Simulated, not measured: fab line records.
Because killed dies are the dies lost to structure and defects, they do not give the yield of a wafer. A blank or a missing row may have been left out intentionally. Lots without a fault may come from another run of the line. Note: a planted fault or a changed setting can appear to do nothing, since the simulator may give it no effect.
fab line records + flow n5Finfet
record:
- lots: 7
- wafers: 21
route steps=1938 shown BEOL_M3@941 BEOL_M4@1037
startH: hours from the record's first day to the start of the lot's first wafer shown + waitH: time in hours since the lot's previous step + " repeats the value in the row above + L1.1+2: one row covering several wafers at once + - value missing, or start not given + * or withheld: withheld + < > ~ a bound
route shown NAME@n: NAME is a module with steps in the file, n the number in the route of the first one + usual: the fault-free wafers' mean and standard deviation + same: alike in all rows + chamber/n: place in a boat + sites: readings site by site + _std_site: standard deviation across them + _edge_site: inner sites' mean taken away from outer sites' mean + radiusMm: for every site, how far away it sits from the centre of the wafer + mask NAME#n: copy n + behind: the tool/chamber that last shaped the wafer + hold: why the lot went on hold/how many hours it stayed there/how the hold came to an end + device: which transistor (n, p or np) failed to switch + end of line: the route-end tests of the same wafers + a step given without rows: its recipe and nothing more + killed: not the wafer's yield, but the dies lost to structure and defects at the first sort + map: the dies of a wafer, with x for killed, . for not killed, _ for no die there
set.NAME: setting as actually run; set.NAME@STEP: the setting as run at that earlier step + model.NAME: the simulator's own value behind a step, which no gauge read
lots with deliberately changed settings; one table per step, one row per wafer
== steps ==
step: N5_BEOL_M3_EXPOSE_08
recipe:
- maskId: M3
- na: 0.33
- sourceShape: dipole
- sigmaInner: 0.369
- sigmaOuter: 0.767
- polarization: unpolarized
- doseMj: 33
| lot.wafer  | tool          | chamber | startH | waitH | mask | set.doseMj |
|------------|---------------|---------|--------|-------|------|------------|
| L074.2     | euvScanner-01 | 0       | 142.93 | -     | M3#0 | 32.32      |
| L074.4+6   | "             | 0       | "      | "     | M3#0 | 33         |
| L080.2+6   | euvScanner-02 | 0       | 182.75 | -     | M3#0 | 33         |
| L080.5     | "             | 0       | "      | "     | M3#0 | 32.22      |
| L081.1+5   | euvScanner-02 | 0       | 188.87 | -     | M3#0 | 33         |
| L081.3     | "             | 0       | "      | "     | M3#0 | 31.05      |
| L084.2     | euvScanner-02 | 0       | 210.33 | -     | M3#0 | 33         |
| L084.3+4   | "             | 0       | "      | "     | M3#0 | 31.31      |
| L085.1     | euvScanner-02 | 0       | 212.47 | -     | M3#0 | 33         |
| L085.2+3   | "             | 0       | "      | "     | M3#0 | 31.25      |
| L089.1+4   | euvScanner-02 | 0       | 248.20 | -     | M3#0 | 34.47      |
| L089.6     | "             | 0       | "      | "     | M3#0 | 33         |
| L094.1+2+6 | euvScanner-01 | 0       | 273.50 | -     | M3#0 | 33         |
step: N5_BEOL_M3_PEB_09
recipe:
- pebTempC: 100
- pebTimeS: 60
- resist: CAR-EUV
step: N5_BEOL_M3_DEVELOP_10
recipe:
- developTimeS: 30
- developer: TMAH
- resist: CAR-EUV
- rinseLiquid: surfactantRinse
- dry: airSpin
- devTempC: 23
step: N5_BEOL_M3_CD_MEAS_11
recipe:
- targetCdNm: 17.05
- landingEnergyEv: 500
- detector: seInlens
- polarity: opening
usual:
- cdNm: 17.08/0.26
| lot.wafer | tool     | chamber | startH | waitH | set.doseMj@BEOL_M3_EXPOSE_08 | cdNm  |
|-----------|----------|---------|--------|-------|------------------------------|-------|
| L074.2    | cdSem-01 | 0       | 143.05 | -     | 32.32                        | 16.52 |
| L074.4    | "        | 0       | "      | "     | 33                           | 17.23 |
| L074.6    | "        | 0       | "      | "     | 33                           | 17.01 |
| L080.2    | cdSem-02 | 0       | 182.87 | -     | 33                           | 17.00 |
| L080.5    | "        | 0       | "      | "     | 32.22                        | 16.43 |
| L080.6    | "        | 0       | "      | "     | 33                           | 16.85 |
| L081.1    | cdSem-02 | 0       | 189.00 | -     | 33                           | 17.07 |
| L081.3    | "        | 0       | "      | "     | 31.05                        | 15.71 |
| L081.5    | "        | 0       | "      | "     | 33                           | 16.93 |
| L084.2    | cdSem-03 | 0       | 210.45 | -     | 33                           | 16.87 |
| L084.3    | "        | 0       | "      | "     | 31.31                        | 15.92 |
| L084.4    | "        | 0       | "      | "     | 31.31                        | 16.03 |
| L085.1    | cdSem-01 | 0       | 212.59 | -     | 33                           | 17.31 |
| L085.2    | "        | 0       | "      | "     | 31.25                        | 15.48 |
| L085.3    | "        | 0       | "      | "     | 31.25                        | 15.90 |
| L089.1    | cdSem-03 | 0       | 248.33 | -     | 34.47                        | 18.17 |
| L089.4    | "        | 0       | "      | "     | 34.47                        | 18.26 |
| L089.6    | "        | 0       | "      | "     | 33                           | 17.30 |
| L094.1    | cdSem-01 | 0       | 273.63 | -     | 33                           | 17.30 |
| L094.2    | "        | 0       | "      | "     | 33                           | 17.50 |
| L094.6    | "        | 0       | "      | "     | 33                           | 16.96 |
step: N5_BEOL_M3_DESCUM_16
recipe:
- chemistry: O2
- timeS: 7
- sourcePowerW: 50
- biasPowerW: 20
- pressureMtorr: 20
- rfFrequencyHz: 2.712e+07
- tempC: 40
- resist: CAR-EUV
- o2FlowSccm: 225
step: N5_BEOL_M3_ETCH_74
recipe:
- chemistry: N2/H2
- target: underlayer
- targetDepthA: 65
- maskMaterial: CAR-EUV
- timeS: 5.2
- ionEnergyEv: 200
- pressureMtorr: 30
- sourceW: 840
- biasW: 150
- n2FlowSccm: 200
- h2FlowSccm: 200
- ends: cleared
| lot.wafer | tool       | chamber | startH | waitH | set.doseMj@BEOL_M3_EXPOSE_08 | model.BEOL_M3.cdOffsetNm |
|-----------|------------|---------|--------|-------|------------------------------|--------------------------|
| L074.2    | rieDiel-05 | 0       | 143.34 | 0.0   | 32.32                        | -0.6                     |
| L074.4    | "          | 1       | "      | "     | 33                           | 0.2                      |
| L074.6    | "          | 0       | "      | "     | 33                           | 0                        |
| L080.2    | rieDiel-06 | 0       | 183.03 | 0.0   | 33                           | 0                        |
| L080.5    | "          | 3       | "      | "     | 32.22                        | -0.6                     |
| L080.6    | "          | 0       | "      | "     | 33                           | 0.2                      |
| L081.1    | rieDiel-05 | 1       | 189.16 | 0.0   | 33                           | -0.2                     |
| L081.3    | "          | 3       | "      | "     | 31.05                        | -1.4                     |
| L081.5    | "          | 0       | "      | "     | 33                           | -0.4                     |
| L084.2    | rieDiel-05 | 3       | 210.61 | 0.0   | 33                           | 0                        |
| L084.3+4  | "          | 1,0     | "      | "     | 31.31                        | -1                       |
| L085.1    | rieDiel-05 | 0       | 212.82 | 0.0   | 33                           | 0.2                      |
| L085.2    | "          | 1       | "      | "     | 31.25                        | -1                       |
| L085.3    | "          | 3       | "      | "     | 31.25                        | -0.8                     |
| L089.1+4  | rieDiel-01 | 2,1     | 248.49 | 0.0   | 34.47                        | 0.8                      |
| L089.6    | "          | 1       | "      | "     | 33                           | 0                        |
| L094.1    | rieDiel-01 | 1       | 273.79 | 0.0   | 33                           | 0.2                      |
| L094.2    | "          | 3       | "      | "     | 33                           | 0.6                      |
| L094.6    | "          | 1       | "      | "     | 33                           | 0                        |
step: N5_BEOL_M3_ETCH_63
recipe:
- chemistry: CF4
- target: SiARC
- targetDepthA: 156
- maskMaterial: CAR-EUV
- timeS: 26
- ionEnergyEv: 80
- pressureMtorr: 40
- sourceW: 545
- biasW: 36
- Ar_flow_sccm: 100
- cf4FlowSccm: 100
- ends: cleared
| lot.wafer | tool       | chamber | startH | waitH | set.doseMj@BEOL_M3_EXPOSE_08 | model.BEOL_M3.cdOffsetNm |
|-----------|------------|---------|--------|-------|------------------------------|--------------------------|
| L074.2    | rieDiel-05 | 0       | 143.36 | 0.0   | 32.32                        | -0.6                     |
| L074.4    | "          | 1       | "      | "     | 33                           | 0.2                      |
| L074.6    | "          | 0       | "      | "     | 33                           | 0                        |
| L080.2    | rieDiel-06 | 0       | 183.05 | 0.0   | 33                           | 0.2                      |
| L080.5    | "          | 3       | "      | "     | 32.22                        | -0.6                     |
| L080.6    | "          | 0       | "      | "     | 33                           | 0.4                      |
| L081.1    | rieDiel-05 | 1       | 189.18 | 0.0   | 33                           | 0                        |
| L081.3    | "          | 3       | "      | "     | 31.05                        | -1.4                     |
| L081.5    | "          | 0       | "      | "     | 33                           | -0.4                     |
| L084.2    | rieDiel-05 | 3       | 210.62 | 0.0   | 33                           | 0                        |
| L084.3+4  | "          | 1,0     | "      | "     | 31.31                        | -1                       |
| L085.1    | rieDiel-05 | 0       | 212.83 | 0.0   | 33                           | 0                        |
| L085.2    | "          | 1       | "      | "     | 31.25                        | -1                       |
| L085.3    | "          | 3       | "      | "     | 31.25                        | -0.8                     |
| L089.1    | rieDiel-01 | 2       | 248.50 | 0.0   | 34.47                        | 1                        |
| L089.4    | "          | 1       | "      | "     | 34.47                        | 0.6                      |
| L089.6    | "          | 1       | "      | "     | 33                           | -0.2                     |
| L094.1    | rieDiel-01 | 1       | 273.80 | 0.0   | 33                           | 0                        |
| L094.2    | "          | 3       | "      | "     | 33                           | 0.6                      |
| L094.6    | "          | 1       | "      | "     | 33                           | -0.2                     |
step: N5_BEOL_M3_ETCH_64
recipe:
- chemistry: N2/H2
- target: SOC
- targetDepthA: 750
- overetchA: 150
- maskMaterial: SiARC
- tempC: 40
- timeS: 112.5
- ionEnergyEv: 200
- pressureMtorr: 30
- sourceW: 840
- biasW: 150
- n2FlowSccm: 200
- h2FlowSccm: 200
| lot.wafer | tool       | chamber | startH | waitH | set.spinRpm@BEOL_M3_COAT_61 | set.doseMj@BEOL_M3_EXPOSE_08 | model.etch.depthNm | model.BEOL_M3.cdOffsetNm |
|-----------|------------|---------|--------|-------|-----------------------------|------------------------------|--------------------|--------------------------|
| L074.2    | rieDiel-05 | 0       | 143.38 | 0.0   | 1500                        | 32.32                        | 60.11              | -0.4                     |
| L074.4    | "          | 1       | "      | "     | 1500                        | 33                           | 59.9               | 0                        |
| L074.6    | "          | 0       | "      | "     | 1640                        | 33                           | 57.3               | 0.2                      |
| L080.2    | rieDiel-06 | 0       | 183.07 | 0.0   | 1362                        | 33                           | 63.17              | 0.2                      |
| L080.5    | "          | 3       | "      | "     | 1362                        | 32.22                        | 63.08              | -0.2                     |
| L080.6    | "          | 0       | "      | "     | 1362                        | 33                           | 63.1               | 0.4                      |
| L081.1    | rieDiel-05 | 1       | 189.20 | 0.0   | 1500                        | 33                           | 60.4               | -0.2                     |
| L081.3    | "          | 3       | "      | "     | 1405                        | 31.05                        | 62.37              | -1.6                     |
| L081.5    | "          | 0       | "      | "     | 1405                        | 33                           | 62.31              | 0                        |
| L084.2    | rieDiel-05 | 3       | 210.65 | 0.0   | 1500                        | 33                           | 59.65              | 0                        |
| L084.3    | "          | 1       | "      | "     | 1451                        | 31.31                        | 60.75              | -1.2                     |
| L084.4    | "          | 0       | "      | "     | 1500                        | 31.31                        | 59.85              | -1                       |
| L085.1    | rieDiel-05 | 0       | 212.86 | 0.0   | 1500                        | 33                           | 60.05              | 0.2                      |
| L085.2    | "          | 1       | "      | "     | 1500                        | 31.25                        | 60.12              | -1                       |
| L085.3    | "          | 3       | "      | "     | 1590                        | 31.25                        | 58.37              | -1                       |
| L089.1    | rieDiel-01 | 2       | 248.53 | 0.0   | 1500                        | 34.47                        | 60.17              | 1                        |
| L089.4    | "          | 1       | "      | "     | 1500                        | 34.47                        | 60.33              | 0.8                      |
| L089.6    | "          | 1       | "      | "     | 1666                        | 33                           | 56.97              | 0                        |
| L094.1    | rieDiel-01 | 1       | 273.83 | 0.0   | 1500                        | 33                           | 60.2               | 0                        |
| L094.2    | "          | 3       | "      | "     | 1500                        | 33                           | 60.1               | 0.2                      |
| L094.6    | "          | 1       | "      | "     | 1500                        | 33                           | 59.91              | -0.2                     |
step: N5_BEOL_M3_STRIP_65
recipe:
- chemistry: N2/H2
- tempC: 40
- n2FlowSccm: 200
- h2FlowSccm: 200
- rfFrequencyHz: 6e+07
step: N5_BEOL_M3_STRIP_75
recipe:
- chemistry: N2/H2
- tempC: 40
- n2FlowSccm: 200
- h2FlowSccm: 200
- rfFrequencyHz: 6e+07
step: N5_BEOL_M3_STRIP_66
recipe:
- chemistry: CF4
- resist: SiARC
- powerW: 300
- biasPowerW: 75
- pressureMtorr: 50
- cf4FlowSccm: 150
- rfFrequencyHz: 6e+07
step: N5_BEOL_M3_HM_OPEN_17
recipe:
- chemistry: Cl2/BCl3
- targetDepthA: 200
- overetchA: 60
- target: TiN
- maskMaterial: SOC
- ionEnergyEv: 150
- pressureMtorr: 10
- icpW: 1000
- biasW: 126
- Cl2_flow_sccm: 53.25
- bcl3FlowSccm: 21.75
- Ar_flow_sccm: 25
| lot.wafer | tool        | chamber | startH | waitH | set.spinRpm@BEOL_M3_COAT_61 | model.SOC_of_BEOL_M3_COAT_61.thkNm |
|-----------|-------------|---------|--------|-------|-----------------------------|------------------------------------|
| L074.2+4  | rieMetal-02 | 1       | 143.55 | 0.0   | 1500                        | 52.2                               |
| L074.6    | "           | 0       | "      | "     | 1640                        | 49.6                               |
| L080.2+6  | rieMetal-02 | 1       | 183.24 | 0.0   | 1362                        | 55.6                               |
| L080.5    | "           | 0       | "      | "     | 1362                        | 55.4                               |
| L081.1    | rieMetal-02 | 1       | 189.38 | 0.0   | 1500                        | 52.8                               |
| L081.3    | "           | 1       | "      | "     | 1405                        | 54.8                               |
| L081.5    | "           | 0       | "      | "     | 1405                        | 54.6                               |
| L084.2    | rieMetal-01 | 1       | 210.82 | 0.0   | 1500                        | 51.6                               |
| L084.3    | "           | 1       | "      | "     | 1451                        | 52.8                               |
| L084.4    | "           | 0       | "      | "     | 1500                        | 52.2                               |
| L085.1+2  | rieMetal-02 | 1,0     | 213.03 | 0.0   | 1500                        | 52.4                               |
| L085.3    | "           | 1       | "      | "     | 1590                        | 50.8                               |
| L089.1    | rieMetal-02 | 1       | 248.70 | 0.0   | 1500                        | 52.6                               |
| L089.4    | "           | 0       | "      | "     | 1500                        | 52.4                               |
| L089.6    | "           | 0       | "      | "     | 1666                        | 49.2                               |
| L094.1+2  | rieMetal-01 | 0,1     | 274.00 | 0.0   | 1500                        | 52.2                               |
| L094.6    | "           | 1       | "      | "     | 1500                        | 52                                 |
step: N5_BEOL_M3_STRIP_19
recipe:
- chemistry: O2
- powerW: 400
- tempC: 40
- pressureMtorr: 30
- rfFrequencyHz: 6e+07
- biasPowerW: 0
- overashFraction: 0.2
- o2FlowSccm: 225
step: N5_BEOL_M3_CD_MEAS_18
recipe:
- pitchNm: 36
- targetCdNm: 18
usual:
- cdNm: 18.1/0.31
| lot.wafer | tool     | chamber | startH | waitH | set.doseMj@BEOL_M3_EXPOSE_08 | cdNm |
|-----------|----------|---------|--------|-------|------------------------------|------|
| L074.2    | cdSem-03 | -       | 143.73 | 0.1   | 32.32                        | 17.3 |
| L074.4    | "        | -       | "      | "     | 33                           | 17.7 |
| L074.6    | "        | -       | "      | "     | 33                           | 18.0 |
| L080.2    | cdSem-02 | -       | 183.42 | 0.1   | 33                           | 18.4 |
| L080.5    | "        | -       | "      | "     | 32.22                        | 17.6 |
| L080.6    | "        | -       | "      | "     | 33                           | 18.9 |
| L081.1    | cdSem-02 | -       | 189.56 | 0.0   | 33                           | 17.8 |
| L081.3    | "        | -       | "      | "     | 31.05                        | 16.1 |
| L081.5    | "        | -       | "      | "     | 33                           | 17.5 |
| L084.2    | cdSem-02 | -       | 211.07 | 0.1   | 33                           | 18.1 |
| L084.3    | "        | -       | "      | "     | 31.31                        | 17.0 |
| L084.4    | "        | -       | "      | "     | 31.31                        | 16.9 |
| L085.1    | cdSem-01 | -       | 213.24 | 0.1   | 33                           | 17.9 |
| L085.2    | "        | -       | "      | "     | 31.25                        | 17.1 |
| L085.3    | "        | -       | "      | "     | 31.25                        | 17.2 |
| L089.1    | cdSem-03 | -       | 248.93 | 0.0   | 34.47                        | 18.9 |
| L089.4    | "        | -       | "      | "     | 34.47                        | 18.9 |
| L089.6    | "        | -       | "      | "     | 33                           | 18.3 |
| L094.1    | cdSem-02 | -       | 274.18 | 0.0   | 33                           | 18.0 |
| L094.2    | "        | -       | "      | "     | 33                           | 18.4 |
| L094.6    | "        | -       | "      | "     | 33                           | 18.1 |
step: N5_BEOL_M3_COAT_67
recipe:
- resist: SOC
- tempC: 250
- timeS: 60
- spinRpm: 1500
- resistThkNm: 60
step: N5_BEOL_M3_COAT_68
recipe:
- resist: SiARC
- tempC: 220
- timeS: 60
- spinRpm: 1500
- resistThkNm: 12
step: N5_BEOL_M3_PRECLEAN_42
recipe:
- chemistry: residueRemover
- timeS: 60
- tempC: 40
step: N5_BEOL_M3_SRD_43
recipe:
- timeS: 30
- tempC: 23
- rinseLiquid: diw
- dry: ipaMarangoni
step: N5_BEOL_M3_CD_MEAS_35
recipe:
- targetCdNm: 18
- targetCdYNm: 21
- polarity: opening
usual:
- cdNm: 18.0/0.31
| lot.wafer | tool     | chamber | startH | waitH | set.doseMj@BEOL_M3_EXPOSE_08 | cdNm |
|-----------|----------|---------|--------|-------|------------------------------|------|
| L074.2    | cdSem-01 | -       | 146.24 | 0.0   | 32.32                        | 17.5 |
| L074.4    | "        | -       | "      | "     | 33                           | 17.8 |
| L074.6    | "        | -       | "      | "     | 33                           | 18.3 |
| L080.2    | cdSem-01 | -       | 186.05 | 0.0   | 33                           | 18.3 |
| L080.5    | "        | -       | "      | "     | 32.22                        | 17.6 |
| L080.6    | "        | -       | "      | "     | 33                           | 18.6 |
| L081.1    | cdSem-03 | -       | 192.38 | 0.0   | 33                           | 18.0 |
| L081.3    | "        | -       | "      | "     | 31.05                        | 16.4 |
| L081.5    | "        | -       | "      | "     | 33                           | 18.1 |
| L084.2    | cdSem-01 | -       | 221.65 | 0.0   | 33                           | 17.9 |
| L084.3    | "        | -       | "      | "     | 31.31                        | 17.0 |
| L084.4    | "        | -       | "      | "     | 31.31                        | 16.8 |
| L085.1    | cdSem-02 | -       | 226.75 | 0.0   | 33                           | 18.3 |
| L085.2    | "        | -       | "      | "     | 31.25                        | 17.3 |
| L085.3    | "        | -       | "      | "     | 31.25                        | 17.2 |
| L089.1    | cdSem-03 | -       | 257.23 | 0.0   | 34.47                        | 19.2 |
| L089.4    | "        | -       | "      | "     | 34.47                        | 18.9 |
| L089.6    | "        | -       | "      | "     | 33                           | 17.9 |
| L094.1    | cdSem-01 | -       | 276.60 | 0.0   | 33                           | 18.2 |
| L094.2    | "        | -       | "      | "     | 33                           | 18.5 |
| L094.6    | "        | -       | "      | "     | 33                           | 18.2 |
step: N5_BEOL_M4_DESCUM_16
recipe:
- chemistry: O2
- timeS: 7
- sourcePowerW: 50
- biasPowerW: 20
- pressureMtorr: 20
- rfFrequencyHz: 2.712e+07
- tempC: 40
- resist: CAR-EUV
- o2FlowSccm: 225
| lot.wafer  | tool       | chamber | startH | waitH | set.timeS | model.CAR-EUV_of_BEOL_M4_COAT_05.thkNm |
|------------|------------|---------|--------|-------|-----------|----------------------------------------|
| L074.2     | rieDiel-04 | 2       | 151.76 | 0.0   | 6.511     | 26.4                                   |
| L074.4+6   | "          | 0,2     | "      | "     | 7         | 26.2                                   |
| L080.2+6   | rieDiel-02 | 2       | 192.97 | 0.8   | 7         | 26.2                                   |
| L080.5     | "          | 1       | "      | "     | 6.274     | 26.6                                   |
| L081.1+5   | rieDiel-03 | 2,0     | 209.78 | 0.0   | 7.997     | 25.8                                   |
| L081.3     | "          | 3       | "      | "     | 7         | 26.2                                   |
| L084.2     | rieDiel-03 | 0       | 230.23 | 0.0   | 7.505     | 26                                     |
| L084.3     | "          | 2       | "      | "     | 7         | 26                                     |
| L084.4     | "          | 1       | "      | "     | 7.505     | 25.8                                   |
| L085.1+3   | rieDiel-02 | 0,1     | 235.36 | 0.0   | 7         | 26.2                                   |
| L085.2     | "          | 2       | "      | "     | 6.011     | 26.6                                   |
| L089.1     | rieDiel-03 | 1       | 263.55 | 0.0   | 6.343     | 26.6                                   |
| L089.4+6   | "          | 2,3     | "      | "     | 6.343     | 26.4                                   |
| L094.1+2+6 | rieDiel-03 | 2,0,2   | 281.84 | 0.0   | 7         | 26                                     |
step: N5_BEOL_M4_ETCH_74
recipe:
- chemistry: N2/H2
- target: underlayer
- targetDepthA: 65
- maskMaterial: CAR-EUV
- timeS: 5.2
- ionEnergyEv: 200
- pressureMtorr: 30
- sourceW: 840
- biasW: 150
- n2FlowSccm: 200
- h2FlowSccm: 200
- ends: cleared
| lot.wafer  | tool       | chamber | startH | waitH | set.timeS@BEOL_M4_DESCUM_16 | model.CAR-EUV_of_BEOL_M4_COAT_05.thkNm |
|------------|------------|---------|--------|-------|-----------------------------|----------------------------------------|
| L074.2     | rieDiel-04 | 2       | 151.80 | 0.0   | 6.511                       | 20.6                                   |
| L074.4+6   | "          | 0,2     | "      | "     | 7                           | 20.4                                   |
| L080.2+6   | rieDiel-02 | 2       | 193.00 | 0.0   | 7                           | 20.4                                   |
| L080.5     | "          | 1       | "      | "     | 6.274                       | 20.8                                   |
| L081.1     | rieDiel-03 | 2       | 209.81 | 0.0   | 7.997                       | 20.2                                   |
| L081.3     | "          | 3       | "      | "     | 7                           | 20.4                                   |
| L081.5     | "          | 0       | "      | "     | 7.997                       | 20                                     |
| L084.2     | rieDiel-03 | 0       | 230.26 | 0.0   | 7.505                       | 20.4                                   |
| L084.3     | "          | 2       | "      | "     | 7                           | 20.4                                   |
| L084.4     | "          | 1       | "      | "     | 7.505                       | 20.2                                   |
| L085.1+3   | rieDiel-02 | 0,1     | 235.39 | 0.0   | 7                           | 20.4                                   |
| L085.2     | "          | 2       | "      | "     | 6.011                       | 21                                     |
| L089.1+4   | rieDiel-03 | 1,2     | 263.59 | 0.0   | 6.343                       | 20.8                                   |
| L089.6     | "          | 3       | "      | "     | 6.343                       | 20.6                                   |
| L094.1+2+6 | rieDiel-03 | 2,0,2   | 281.88 | 0.0   | 7                           | 20.4                                   |
step: N5_BEOL_M4_ETCH_63
recipe:
- chemistry: CF4
- target: SiARC
- targetDepthA: 156
- maskMaterial: CAR-EUV
- timeS: 26
- ionEnergyEv: 80
- pressureMtorr: 40
- sourceW: 545
- biasW: 36
- Ar_flow_sccm: 100
- cf4FlowSccm: 100
- ends: cleared
| lot.wafer  | tool       | chamber | startH | waitH | set.timeS@BEOL_M4_DESCUM_16 | model.CAR-EUV_of_BEOL_M4_COAT_05.thkNm |
|------------|------------|---------|--------|-------|-----------------------------|----------------------------------------|
| L074.2     | rieDiel-04 | 2       | 151.81 | 0.0   | 6.511                       | 11.4                                   |
| L074.4+6   | "          | 0,2     | "      | "     | 7                           | 11.2                                   |
| L080.2+6   | rieDiel-02 | 2       | 193.02 | 0.0   | 7                           | 11.2                                   |
| L080.5     | "          | 1       | "      | "     | 6.274                       | 11.6                                   |
| L081.1+5   | rieDiel-03 | 2,0     | 209.83 | 0.0   | 7.997                       | 10.8                                   |
| L081.3     | "          | 3       | "      | "     | 7                           | 11.2                                   |
| L084.2+4   | rieDiel-03 | 0,1     | 230.28 | 0.0   | 7.505                       | 11                                     |
| L084.3     | "          | 2       | "      | "     | 7                           | 11.2                                   |
| L085.1+3   | rieDiel-02 | 0,1     | 235.41 | 0.0   | 7                           | 11.2                                   |
| L085.2     | "          | 2       | "      | "     | 6.011                       | 11.8                                   |
| L089.1     | rieDiel-03 | 1       | 263.60 | 0.0   | 6.343                       | 11.6                                   |
| L089.4     | "          | 2       | "      | "     | 6.343                       | 11.4                                   |
| L089.6     | "          | 3       | "      | "     | 6.343                       | 11.2                                   |
| L094.1+2+6 | rieDiel-03 | 2,0,2   | 281.90 | 0.0   | 7                           | 11.2                                   |
step: N5_BEOL_M4_ETCH_64
recipe:
- chemistry: N2/H2
- target: SOC
- targetDepthA: 750
- overetchA: 225
- maskMaterial: SiARC
- tempC: 40
- timeS: 121.9
- ionEnergyEv: 200
- pressureMtorr: 30
- sourceW: 840
- biasW: 150
- n2FlowSccm: 200
- h2FlowSccm: 200
usual:
- rfVppV: 524.3/2.6
| lot.wafer | tool       | chamber | startH | waitH | set.biasW | rfVppV | model.SiARC_of_BEOL_M4_COAT_62.thkNm |
|-----------|------------|---------|--------|-------|-----------|--------|--------------------------------------|
| L074.2    | rieDiel-04 | 2       | 151.84 | 0.0   | 150       | 519.8  | 6.4                                  |
| L074.4    | "          | 0       | "      | "     | 150       | 520.1  | 6.2                                  |
| L074.6    | "          | 2       | "      | "     | 150       | 520.0  | 6.4                                  |
| L080.2    | rieDiel-02 | 2       | 193.05 | 0.0   | 150       | 525.3  | 6.4                                  |
| L080.5    | "          | 1       | "      | "     | 150       | 525.2  | 6.2                                  |
| L080.6    | "          | 2       | "      | "     | 150       | 525.4  | 6.4                                  |
| L081.1    | rieDiel-03 | 2       | 209.86 | 0.0   | 150       | 523.7  | 6.2                                  |
| L081.3    | "          | 3       | "      | "     | 131.2     | 486.7  | 7.6                                  |
| L081.5    | "          | 0       | "      | "     | 131.2     | 479.9  | 7.2                                  |
| L084.2    | rieDiel-03 | 0       | 230.31 | 0.0   | 125.2     | 466.4  | 7.4                                  |
| L084.3    | "          | 2       | "      | "     | 125.2     | 468.4  | 7.4                                  |
| L084.4    | "          | 1       | "      | "     | 150       | 523.9  | 6.4                                  |
| L085.1    | rieDiel-02 | 0       | 235.44 | 0.0   | 150       | 520.0  | 6.4                                  |
| L085.2    | "          | 2       | "      | "     | 173       | 574.3  | 5.4                                  |
| L085.3    | "          | 1       | "      | "     | 150       | 527.5  | 6.4                                  |
| L089.1    | rieDiel-03 | 1       | 263.63 | 0.0   | 150       | 523.7  | 6.6                                  |
| L089.4    | "          | 2       | "      | "     | 176.3     | 580.8  | 5                                    |
| L089.6    | "          | 3       | "      | "     | 176.3     | 584.0  | 5.4                                  |
| L094.1    | rieDiel-03 | 2       | 281.92 | 0.0   | 150       | 523.9  | 6.2                                  |
| L094.2    | "          | 0       | "      | "     | 150       | 521.6  | 6.2                                  |
| L094.6    | "          | 2       | "      | "     | 150       | 523.3  | 6.2                                  |
step: N5_BEOL_M4_COAT_67
recipe:
- resist: SOC
- tempC: 250
- timeS: 60
- spinRpm: 1500
- resistThkNm: 60
| lot.wafer  | tool          | chamber | startH | waitH | set.spinRpm | model.SOC_of_BEOL_M4_COAT_67.thkNm |
|------------|---------------|---------|--------|-------|-------------|------------------------------------|
| L074.2     | lithoTrack-05 | 0       | 152.26 | 0.0   | 1500        | 60                                 |
| L074.4     | "             | 0       | "      | "     | 1637        | 57.4                               |
| L074.6     | "             | 0       | "      | "     | 1500        | 59.8                               |
| L080.2     | lithoTrack-05 | 0       | 193.45 | 0.0   | 1543        | 59                                 |
| L080.5+6   | "             | 0       | "      | "     | 1500        | 60                                 |
| L081.1+3   | lithoTrack-02 | 0       | 210.27 | 0.0   | 1500        | 59.8                               |
| L081.5     | "             | 0       | "      | "     | 1652        | 56.8                               |
| L084.2     | lithoTrack-05 | 0       | 230.86 | 0.0   | 1500        | 60.2                               |
| L084.3+4   | "             | 0       | "      | "     | 1658        | 57.4                               |
| L085.1+2   | lithoTrack-03 | 0       | 235.83 | 0.0   | 1500        | 60.2                               |
| L085.3     | "             | 0       | "      | "     | 1349        | 63.6                               |
| L089.1     | lithoTrack-03 | 0       | 264.02 | 0.0   | 1358        | 63                                 |
| L089.4     | "             | 0       | "      | "     | 1358        | 63.2                               |
| L089.6     | "             | 0       | "      | "     | 1500        | 60.2                               |
| L094.1+2+6 | lithoTrack-03 | 0       | 282.34 | 0.0   | 1500        | 60                                 |
== key ==
split:
- step: N5_BEOL_M3_EXPOSE_08
- setting: doseMj
- stated: 33
- by: wafer
response:
- step: N5_BEOL_M3_CD_MEAS_11
- reading: cdNm
- change: +0.229
- per: 1%
- r: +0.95
response:
- step: N5_BEOL_M3_ETCH_74
- reading: model.BEOL_M3.cdOffsetNm
- change: +0.203
- per: 1%
- r: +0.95
response:
- step: N5_BEOL_M3_ETCH_63
- reading: model.BEOL_M3.cdOffsetNm
- change: +0.21
- per: 1%
- r: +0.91
response:
- step: N5_BEOL_M3_ETCH_64
- reading: model.BEOL_M3.cdOffsetNm
- change: +0.228
- per: 1%
- r: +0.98
response:
- step: N5_BEOL_M3_CD_MEAS_18
- reading: cdNm
- change: +0.218
- per: 1%
- r: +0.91
response:
- step: N5_BEOL_M3_CD_MEAS_35
- reading: cdNm
- change: +0.241
- per: 1%
- r: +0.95
split:
- step: N5_BEOL_M4_DESCUM_16
- setting: timeS
- stated: 7
- by: wafer
response:
- step: N5_BEOL_M4_DESCUM_16
- reading: model.CAR-EUV_of_BEOL_M4_COAT_05.thkNm
- change: -0.0288
- per: 1%
- r: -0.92
response:
- step: N5_BEOL_M4_ETCH_74
- reading: model.CAR-EUV_of_BEOL_M4_COAT_05.thkNm
- change: -0.0311
- per: 1%
- r: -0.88
response:
- step: N5_BEOL_M4_ETCH_63
- reading: model.CAR-EUV_of_BEOL_M4_COAT_05.thkNm
- change: -0.0346
- per: 1%
- r: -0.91
split:
- step: N5_BEOL_M4_ETCH_64
- setting: biasW
- stated: 150
- by: wafer
response:
- step: N5_BEOL_M4_ETCH_64
- reading: rfVppV
- change: +3.33
- per: 1%
- r: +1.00
response:
- step: N5_BEOL_M4_ETCH_64
- reading: model.SiARC_of_BEOL_M4_COAT_62.thkNm
- change: -0.0734
- per: 1%
- r: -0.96
split:
- step: N5_BEOL_M4_COAT_67
- setting: spinRpm
- stated: 1500
- by: wafer
response:
- step: N5_BEOL_M4_COAT_67
- reading: model.SOC_of_BEOL_M4_COAT_67.thkNm
- change: -0.297
- per: 1%
- r: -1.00
split outsideThisFile step=N5_BEOL_M3_COAT_61 setting=spinRpm
split outsideThisFile: this setting was split too, and the file shows its column; the key of that split is in another file
